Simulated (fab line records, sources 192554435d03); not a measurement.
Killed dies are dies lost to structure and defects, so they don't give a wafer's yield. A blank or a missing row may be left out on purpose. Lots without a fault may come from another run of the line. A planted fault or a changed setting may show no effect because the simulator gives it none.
Split-lot experiment | flow n5_finfet | 7 lots, 21 wafers read, on a route of 1938 steps

THE SPLIT
At N5_MOL_CONTACT_COAG_ALD_27 (deposits SiOC, target thk 17 nm, pulse time 1.5 s, time 2720 s), the setting ald_cycles was moved away from the recipe's 340 on 2 of the 21 wafers read, by -16.2% to +5.0%. The other wafers ran this setting at the recipe's value.

The reading is taken at the split's own step.

THE READING
SiOC_of_MOL_CONTACT_COAG_ALD_27.thk_nm (the simulator's own value, which no gauge read), in nm, at N5_MOL_CONTACT_COAG_ALD_27 (deposits SiOC, target thk 17 nm, pulse time 1.5 s, time 2720 s). The file gives no usual value for it. The 19 wafers here that ran the recipe average 17.0 nm, standard deviation 0.045 nm.

wafer  | tool, chamber at the split | ald_cycles as run | against the recipe | SiOC_of_MOL_CONTACT_COAG_ALD_27.thk_nm, nm | against lot-mates on the recipe
L074.1 | ald_sin-03, 0,1,1          | 340               | recipe             | 17                                         | -
L074.2 | ald_sin-03, 0,1,1          | 340               | recipe             | 17                                         | -
L074.5 | ald_sin-03, 0,1,1          | 340               | recipe             | 17                                         | -
L079.1 | ald_sin-03, 0,3,1          | 340               | recipe             | 17                                         | -
L079.3 | ald_sin-03, 0,3,1          | 340               | recipe             | 17                                         | -
L079.4 | ald_sin-03, 0,3,1          | 340               | recipe             | 17                                         | -
L087.1 | ald_sin-01, 1,2,2          | 340               | recipe             | 17                                         | -
L087.4 | ald_sin-01, 1,2,2          | 340               | recipe             | 17                                         | -
L087.6 | ald_sin-01, 1,2,2          | 340               | recipe             | 17                                         | -
L088.3 | ald_sin-04, 3,2,2          | 340               | recipe             | 17                                         | -
L088.4 | ald_sin-04, 3,2,2          | 340               | recipe             | 17                                         | -
L088.5 | ald_sin-04, 3,2,2          | 340               | recipe             | 17                                         | -
L089.3 | ald_sin-01, 2,1            | 340               | recipe             | 17                                         | -
L089.5 | ald_sin-01, 2,1            | 340               | recipe             | 17                                         | -
L089.6 | ald_sin-01, 2              | 357               | +5.0%              | 17.8                                       | +0.8
L094.1 | ald_sin-03, 2              | 340               | recipe             | 16.8                                       | -
L094.2 | ald_sin-03, 1              | 340               | recipe             | 17                                         | -
L094.4 | ald_sin-03, 3              | 285               | -16.2%             | 14.2                                       | -2.7
L097.1 | ald_sin-03, 0,3,2          | 340               | recipe             | 17                                         | -
L097.2 | ald_sin-03, 0,3,2          | 340               | recipe             | 17                                         | -
L097.6 | ald_sin-03, 0,3,2          | 340               | recipe             | 17                                         | -
Where a row lists several chambers, the file gives one row for several wafers and doesn't say which wafer went through which chamber.

THE FIT
A straight line over all 21 wafers: SiOC_of_MOL_CONTACT_COAG_ALD_27.thk_nm changes by +0.171 nm for each +1% of ald_cycles; r = +1.00; the points scatter about the line by 0.046 nm.
The same after taking each lot's own level away (the mean of its wafers on the recipe; 21 wafers): +0.166 nm for each +1%; r = +1.00; scatter 0.033 nm.
On that fit, the largest move of ald_cycles shifts the reading by 2.7 nm.
The lots' own levels span 16.90 to 17.00 nm, that is 2.2 times the standard deviation above.
So the lot-to-lot level changes the slope little: the two slopes agree.
Check: with one of the wafers moved furthest among these (-16.2%) left out of the fit, the line predicts -2.59 nm for it against its lot-mates. It came out at -2.7 nm against them.

OTHER SPLITS ON THESE WAFERS
These wafers also went through other splits before the reading. Each is held against what the fit with the lots' levels taken away leaves over:
other split on the same wafers       | wafers away from the commonest value | r with SiOC_of_MOL_CONTACT_COAG_ALD_27.thk_nm (lot level and that fit taken away)
N5_MOL_CONTACT_COAG_COAT_58 spin_rpm | 10                                   | -0.30

THE FILE'S OWN FIT
SiOC_of_MOL_CONTACT_COAG_ALD_27.thk_nm changes by +0.166 nm for each +1% of ald_cycles, r = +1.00.
